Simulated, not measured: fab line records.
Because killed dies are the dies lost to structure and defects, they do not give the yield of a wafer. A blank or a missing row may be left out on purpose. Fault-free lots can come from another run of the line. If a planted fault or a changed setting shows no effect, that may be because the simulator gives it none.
Matching of chambers / flow n5-finfet / N5_BEOL_M2_ETCH_41 on rie-diel-02: 3 sister chambers
The step etches SiCN in CH3F/O2, target depth 29.9 nm, time 52.5 s. 3 wafers are shown with their chamber, then 6 later ones without.

WAFERS, EACH WITH ITS CHAMBER
wafer=L516.6; chamber=2; drypump-motor-current-A (A)=5.2
wafer=L524.2; chamber=3; drypump-motor-current-A (A)=5.6
wafer=L524.3; chamber=1; drypump-motor-current-A (A)=6.2

WAFERS MISSING THEIR CHAMBER
wafer=L524.6; drypump-motor-current-A (A)=6.2
wafer=L526.1; drypump-motor-current-A (A)=5.6
wafer=L526.3; drypump-motor-current-A (A)=6.3
wafer=L529.1; drypump-motor-current-A (A)=5.2
wafer=L529.3; drypump-motor-current-A (A)=5.6
wafer=L529.5; drypump-motor-current-A (A)=5.2

THE CHAMBER EACH PASSED THROUGH
wafer=L524.6; from the rows above=1; in truth=1
wafer=L526.1; from the rows above=3; in truth=3
wafer=L526.3; from the rows above=1; in truth=1
wafer=L529.1; from the rows above=2; in truth=2
wafer=L529.3; from the rows above=3; in truth=3
wafer=L529.5; from the rows above=2; in truth=2
Placed correctly: 6 of 6. From these rows, 0 cannot be placed. Placed wrongly: 0.
How it was worked out, from the rows above alone: a wafer's distance from a chamber is the root of the sum, over the readings, of the square of ((its reading less the chamber's mean) divided by the reading's scatter). The wafer belongs to the nearest chamber; if the next one is less than 2 further off, it can't be placed. A chamber's mean is the mean of its shown wafers. The scatter: root of mean squared gap, hidden wafer to nearest shown wafer, with one shown wafer a chamber.
